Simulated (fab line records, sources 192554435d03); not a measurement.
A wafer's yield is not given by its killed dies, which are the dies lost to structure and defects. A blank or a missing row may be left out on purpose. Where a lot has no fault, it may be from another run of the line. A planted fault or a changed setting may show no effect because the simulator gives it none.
Matching of chambers + flow n5 finfet + 3 sister chambers for N5_BEOL_M1_CO_CAP_55 on cvd co-01
The step material Co, precursor CCTBA/H2, target thk 2 nm, time 102.1 s. 3 wafers are shown with their chamber, then 12 later ones without.

== WAFERS WITH THEIR CHAMBER ==
| wafer  | chamber | heater power w (W) |
|--------|---------|--------------------|
| L086.4 | 0       | 225                |
| L087.5 | 2       | 222                |
| L087.6 | 1       | 257                |

== WAFERS WHOSE CHAMBER IS MISSING ==
| wafer  | heater power w (W) |
|--------|--------------------|
| L089.1 | 227                |
| L089.3 | 218                |
| L089.4 | 224                |
| L091.1 | 260                |
| L091.4 | 262                |
| L091.5 | 213                |
| L092.2 | 223                |
| L092.4 | 219                |
| L092.6 | 258                |
| L095.3 | 216                |
| L095.5 | 218                |
| L095.6 | 226                |

== CHAMBER TAKEN BY EACH ==
| wafer  | from the rows above     | in truth |
|--------|-------------------------|----------|
| L089.1 | can't be placed: 0 or 2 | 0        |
| L089.3 | can't be placed: 2 or 0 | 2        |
| L089.4 | can't be placed: 0 or 2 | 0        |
| L091.1 | 1                       | 1        |
| L091.4 | 1                       | 1        |
| L091.5 | can't be placed: 2 or 0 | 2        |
| L092.2 | can't be placed: 2 or 0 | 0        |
| L092.4 | can't be placed: 2 or 0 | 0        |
| L092.6 | 1                       | 1        |
| L095.3 | can't be placed: 2 or 0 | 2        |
| L095.5 | can't be placed: 2 or 0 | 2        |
| L095.6 | can't be placed: 0 or 2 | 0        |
3 of 12 placed correctly. Unplaceable from these rows: 9, with the true chamber sitting among the candidates in 9. Wrongly placed: 0.
How it was worked out, from the rows above alone: a wafer's distance from a chamber is the root of the sum, over the readings, of the square of ((its reading less the chamber's mean) divided by the reading's scatter). The wafer belongs to the nearest chamber; if the next one is less than 2 further off, it can't be placed. A chamber's mean is the mean of its shown wafers. The scatter (one wafer shown for each chamber): square how far every hidden wafer sits from the nearest shown wafer, average those squares and take the square root.
